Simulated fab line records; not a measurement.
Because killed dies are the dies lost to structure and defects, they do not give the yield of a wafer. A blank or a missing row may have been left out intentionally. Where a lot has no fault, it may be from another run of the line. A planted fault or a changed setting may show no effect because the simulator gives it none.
Matching of chambers | flow nandHarc | NHARC_A_M1_DEP_33 on pecvd-03: 3 sister chambers
The step deposits SiCN, target thk 30 nm. 3 wafers are shown with their chamber, then 9 later ones without.

## WAFERS WITH THEIR CHAMBER
wafer  | chamber | heaterPowerW (W)
L087.5 | 1       | 478
L088.3 | 2       | 624
L088.5 | 0       | 618

## WAFERS WITHOUT THEIR CHAMBER
wafer  | heaterPowerW (W)
L089.1 | 566
L089.2 | 611
L089.3 | 650
L091.1 | 653
L091.3 | 591
L091.4 | 585
L093.2 | 468
L093.4 | 474
L093.5 | 610

## EACH ONE'S CHAMBER
wafer  | from the rows above          | in truth
L089.1 | can't be placed: 0 or 2 or 1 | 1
L089.2 | can't be placed: 0 or 2      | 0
L089.3 | can't be placed: 2 or 0      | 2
L091.1 | can't be placed: 2 or 0      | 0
L091.3 | can't be placed: 0 or 2      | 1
L091.4 | can't be placed: 0 or 2      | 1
L093.2 | 1                            | 1
L093.4 | 1                            | 1
L093.5 | can't be placed: 0 or 2      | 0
2 of 9 placed correctly. Unplaceable from these rows: 7, with the true chamber sitting among the candidates in 5. 0 placed wrongly.
How it was worked out, from the rows above alone: a wafer's distance from a chamber is the root of the sum, over the readings, of the square of ((its reading less the chamber's mean) divided by the reading's scatter). If the next closest chamber is less than 2 further off than the closest, the wafer can't be placed; otherwise it belongs to the closest. A chamber's mean is the mean of its shown wafers. The scatter: root of mean squared gap, hidden wafer to nearest shown wafer, with one shown wafer a chamber.
